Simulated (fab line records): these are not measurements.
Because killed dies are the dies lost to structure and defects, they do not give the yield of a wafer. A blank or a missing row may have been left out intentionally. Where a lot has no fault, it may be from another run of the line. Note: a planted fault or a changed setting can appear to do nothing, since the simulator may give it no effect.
fab line records -- flow n5-finfet
record lots=7, wafers=39
route steps=1938 shown WELL_APT@39 SD_EPI_N@279
start-h: hours from the record's opening day to when the first of the lot's shown wafers began -- wait-h: hours from the lot's prior step to this one -- " as in the row above -- L1.1+2: one row covering several wafers at once -- - either no value or no given start -- * or withheld: withheld -- < > ~ a bound
route shown NAME@n: a module of which the file shows steps, and the number in the route of the first -- usual: mean/standard deviation of fault-free wafers -- same: alike in all rows -- chamber/n: place in a boat -- sites: readings site by site -- _std_site: the standard deviation of these -- _edge_site: mean of outer sites minus mean of inner sites -- radius-mm: how far each site lies from the wafer's centre -- mask NAME#n: copy n -- behind: the most recent tool/chamber to have shaped the wafer -- hold: reason for holding the lot/hours on hold/outcome of the hold -- device: whichever transistor did not switch (one of n, p or np) -- end of line: the same wafers' tests at the end of the route -- a step without rows: its recipe alone -- killed: the dies lost at the first sort to structure and to defects; this is not the yield of the wafer -- map: shows each die of a wafer: x if killed, . if not, _ if none is there
set.NAME: the run value of the setting; set.NAME@STEP: its run value at that earlier step -- model.NAME: the simulator's own value behind a step, which no gauge read
lots whose settings were changed on purpose; a table a step, a row a wafer
## steps
# step N5_WELL_APT_EXPOSE_22
# recipe mask-id=PWELL, na=0.8, source-shape=conventional, sigma-outer=0.8, polarization=unpolarized, defocus-nm=0, target-cd-nm=200, dose-mj=23.2
lot.wafer,tool,chamber,start-h,wait-h,mask,set.dose-mj
L077.1+4+5,krf-scanner-02,0,32.65,-,PWELL#0,23.92
L077.2+3+6,krf-scanner-02,0,32.65,-,PWELL#0,23.2
L087.1+2+6,krf-scanner-01,0,92.64,-,PWELL#0,23.2
L091.1+3+6,krf-scanner-02,0,117.12,-,PWELL#0,24.74
L091.2+4+5,krf-scanner-02,0,117.12,-,PWELL#0,23.2
L092.1+4+6,krf-scanner-01,0,123.10,-,PWELL#0,23.89
L092.2+3+5,krf-scanner-01,0,123.10,-,PWELL#0,23.2
L093.1+2+6,krf-scanner-02,0,128.88,-,PWELL#0,23.2
L093.3+4+5,krf-scanner-02,0,128.88,-,PWELL#0,22
L095.1+3+4,krf-scanner-01,0,140.79,-,PWELL#0,23.2
L095.2+5+6,krf-scanner-01,0,140.79,-,PWELL#0,22.17
L097.1+2+4,krf-scanner-02,0,152.81,-,PWELL#0,23.2
L097.3+5+6,krf-scanner-02,0,152.81,-,PWELL#0,22.6
# step N5_WELL_APT_PEB_23
# recipe peb-temp-c=130, peb-time-s=90
# step N5_WELL_APT_DEVELOP_24
# recipe develop-time-s=45, rinse-liquid=surfactant-rinse, dry=air-spin, dev-temp-c=21
# step N5_WELL_APT_HARDBAKE_29
# recipe temp-c=130, time-s=120
# step N5_WELL_APT_CD_MEAS_25
# recipe target-cd-nm=200, landing-energy-ev=500, detector=se-inlens
# usual cd-nm=200.6/2.5
lot.wafer,tool,chamber,start-h,wait-h,set.dose-mj@WELL_APT_EXPOSE_22,cd-nm
L077.1,cd-sem-02,0,32.83,-,23.92,209.1
L077.2,cd-sem-02,0,32.83,-,23.2,201.0
L077.3,cd-sem-02,0,32.83,-,23.2,202.4
L077.4,cd-sem-02,0,32.83,-,23.92,209.9
L077.5,cd-sem-02,0,32.83,-,23.92,204.5
L077.6,cd-sem-02,0,32.83,-,23.2,199.6
L087.1,cd-sem-01,0,92.81,-,23.2,199.0
L087.2,cd-sem-01,0,92.81,-,23.2,199.9
L087.6,cd-sem-01,0,92.81,-,23.2,199.5
L091.1,cd-sem-01,0,117.30,-,24.74,214.9
L091.2,cd-sem-01,0,117.30,-,23.2,203.0
L091.3,cd-sem-01,0,117.30,-,24.74,214.7
L091.4,cd-sem-01,0,117.30,-,23.2,201.2
L091.5,cd-sem-01,0,117.30,-,23.2,202.8
L091.6,cd-sem-01,0,117.30,-,24.74,215.9
L092.1,cd-sem-01,0,123.27,-,23.89,207.5
L092.2,cd-sem-01,0,123.27,-,23.2,200.5
L092.3,cd-sem-01,0,123.27,-,23.2,198.9
L092.4,cd-sem-01,0,123.27,-,23.89,204.9
L092.5,cd-sem-01,0,123.27,-,23.2,200.8
L092.6,cd-sem-01,0,123.27,-,23.89,206.7
L093.1,cd-sem-03,0,129.05,-,23.2,198.9
L093.2,cd-sem-03,0,129.05,-,23.2,199.4
L093.3,cd-sem-03,0,129.05,-,22,187.4
L093.4,cd-sem-03,0,129.05,-,22,188.4
L093.5,cd-sem-03,0,129.05,-,22,190.9
L093.6,cd-sem-03,0,129.05,-,23.2,196.8
L095.1,cd-sem-02,0,140.96,-,23.2,200.5
L095.2,cd-sem-02,0,140.96,-,22.17,191.1
L095.3,cd-sem-02,0,140.96,-,23.2,198.5
L095.4,cd-sem-02,0,140.96,-,23.2,199.0
L095.5,cd-sem-02,0,140.96,-,22.17,192.0
L095.6,cd-sem-02,0,140.96,-,22.17,187.1
L097.1,cd-sem-03,0,152.99,-,23.2,198.3
L097.2,cd-sem-03,0,152.99,-,23.2,197.3
L097.3,cd-sem-03,0,152.99,-,22.6,195.1
L097.4,cd-sem-03,0,152.99,-,23.2,200.8
L097.5,cd-sem-03,0,152.99,-,22.6,193.5
L097.6,cd-sem-03,0,152.99,-,22.6,194.3
# step N5_WELL_APT_DESCUM_30
# recipe chemistry=O2, time-s=7.9, source-power-w=50, bias-power-w=20, pressure-mtorr=20, rf-frequency-hz=2.712e+07, temp-c=40, o2-flow-sccm=225
lot.wafer,tool,chamber,start-h,wait-h,set.dose-mj@WELL_APT_EXPOSE_22,model.WELL_APT.cd-nm
L077.1,rie-diel-05,1,32.91,0.0,23.92,209.4
L077.2,rie-diel-05,3,32.91,0.0,23.2,200.3
L077.3,rie-diel-05,0,32.91,0.0,23.2,202.4
L077.4,rie-diel-05,2,32.91,0.0,23.92,209.7
L077.5,rie-diel-05,2,32.91,0.0,23.92,204.3
L077.6,rie-diel-05,1,32.91,0.0,23.2,199.2
L087.1,rie-diel-04,0,93.06,0.2,23.2,199
L087.2,rie-diel-04,2,93.06,0.2,23.2,199.5
L087.6,rie-diel-04,0,93.06,0.2,23.2,198.9
L091.1,rie-diel-04,1,117.38,0.0,24.74,214.8
L091.2,rie-diel-04,2,117.38,0.0,23.2,203.4
L091.3,rie-diel-04,0,117.38,0.0,24.74,215.1
L091.4,rie-diel-04,3,117.38,0.0,23.2,200.9
L091.5,rie-diel-04,3,117.38,0.0,23.2,202.5
L091.6,rie-diel-04,0,117.38,0.0,24.74,215.9
L092.1,rie-diel-04,3,123.39,0.1,23.89,207.6
L092.2,rie-diel-04,0,123.39,0.1,23.2,200.8
L092.3,rie-diel-04,1,123.39,0.1,23.2,199.1
L092.4,rie-diel-04,2,123.39,0.1,23.89,205.2
L092.5,rie-diel-04,2,123.39,0.1,23.2,200.9
L092.6,rie-diel-04,1,123.39,0.1,23.89,207
L093.1,rie-diel-04,0,129.14,0.0,23.2,199
L093.2,rie-diel-04,1,129.14,0.0,23.2,199.3
L093.3,rie-diel-04,3,129.14,0.0,22,187.4
L093.4,rie-diel-04,2,129.14,0.0,22,188.8
L093.5,rie-diel-04,0,129.14,0.0,22,190.9
L093.6,rie-diel-04,3,129.14,0.0,23.2,197
L095.1,rie-diel-05,3,141.63,0.6,23.2,200.8
L095.2,rie-diel-05,2,141.63,0.6,22.17,191
L095.3,rie-diel-05,1,141.63,0.6,23.2,198.3
L095.4,rie-diel-05,0,141.63,0.6,23.2,198.9
L095.5,rie-diel-05,1,141.63,0.6,22.17,191.7
L095.6,rie-diel-05,0,141.63,0.6,22.17,187.1
L097.1,rie-diel-01,0,153.08,0.0,23.2,199
L097.2,rie-diel-01,1,153.08,0.0,23.2,197.4
L097.3,rie-diel-01,2,153.08,0.0,22.6,195.4
L097.4,rie-diel-01,3,153.08,0.0,23.2,200.6
L097.5,rie-diel-01,0,153.08,0.0,22.6,194.1
L097.6,rie-diel-01,1,153.08,0.0,22.6,194
# step N5_SD_EPI_N_ETCH_16
# recipe chemistry=CHF3/O2, target=SiO2, target-depth-a=50, mask-material=SOC, pressure-mtorr=30, source-w=650, bias-w=170, Ar_flow_sccm=200, CHF3_flow_sccm=50, O2_flow_sccm=5, ion-energy-ev=200
lot.wafer,tool,chamber,start-h,wait-h,set.target-depth-a,model.etch.depth-nm
L077.1,rie-diel-04,3,67.94,0.1,45.92,4.582
L077.2,rie-diel-04,2,67.94,0.1,45.92,4.536
L077.3,rie-diel-04,1,67.94,0.1,50,4.885
L077.4,rie-diel-04,0,67.94,0.1,50,4.846
L077.5,rie-diel-04,2,67.94,0.1,50,4.93
L077.6,rie-diel-04,1,67.94,0.1,45.92,4.499
L087.1,rie-diel-05,0,133.52,0.1,50,5.067
L087.2,rie-diel-05,1,133.52,0.1,50,4.809
L087.6,rie-diel-05,2,133.52,0.1,50,5.06
L091.1,rie-diel-01,1,159.47,0.1,50,4.979
L091.2,rie-diel-01,3,159.47,0.1,50,4.976
L091.3,rie-diel-01,2,159.47,0.1,46.4,4.805
L091.4,rie-diel-01,0,159.47,0.1,46.4,4.681
L091.5,rie-diel-01,1,159.47,0.1,50,4.981
L091.6,rie-diel-01,2,159.47,0.1,46.4,4.813
L092.1,rie-diel-04,1,163.40,0.1,50,4.875
L092.2,rie-diel-04,2,163.40,0.1,55.57,5.463
L092.3,rie-diel-04,0,163.40,0.1,50,5.056
L092.4,rie-diel-04,2,163.40,0.1,50,4.878
L092.5,rie-diel-04,1,163.40,0.1,55.57,5.487
L092.6,rie-diel-04,0,163.40,0.1,55.57,5.636
L093.1,rie-diel-04,1,165.09,0.1,50,4.906
L093.2,rie-diel-04,2,165.09,0.1,48.11,4.737
L093.3,rie-diel-04,0,165.09,0.1,48.11,4.849
L093.4,rie-diel-04,2,165.09,0.1,48.11,4.687
L093.5,rie-diel-04,0,165.09,0.1,50,5.098
L093.6,rie-diel-04,1,165.09,0.1,50,4.894
L095.1,rie-diel-04,0,176.61,0.1,56.05,5.722
L095.2,rie-diel-04,2,176.61,0.1,56.05,5.485
L095.3,rie-diel-04,1,176.61,0.1,50,4.914
L095.4,rie-diel-04,1,176.61,0.1,56.05,5.535
L095.5,rie-diel-04,2,176.61,0.1,50,4.858
L095.6,rie-diel-04,0,176.61,0.1,50,5.068
L097.1,rie-diel-04,1,187.52,0.1,50,4.953
L097.2,rie-diel-04,2,187.52,0.1,46.09,4.501
L097.3,rie-diel-04,0,187.52,0.1,46.09,4.663
L097.4,rie-diel-04,2,187.52,0.1,50,4.862
L097.5,rie-diel-04,0,187.52,0.1,46.09,4.693
L097.6,rie-diel-04,1,187.52,0.1,50,4.893
## key
split step=N5_WELL_APT_EXPOSE_22, setting=dose-mj, stated=23.2, by=wafer
response step=N5_WELL_APT_CD_MEAS_25, reading=cd-nm, change=+1.96, per=1%, r=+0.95
response step=N5_WELL_APT_DESCUM_30, reading=model.WELL_APT.cd-nm, change=+1.98, per=1%, r=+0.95
split step=N5_SD_EPI_N_ETCH_16, setting=target-depth-a, stated=50, by=wafer
response step=N5_SD_EPI_N_ETCH_16, reading=model.etch.depth-nm, change=+0.0466, per=1%, r=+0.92
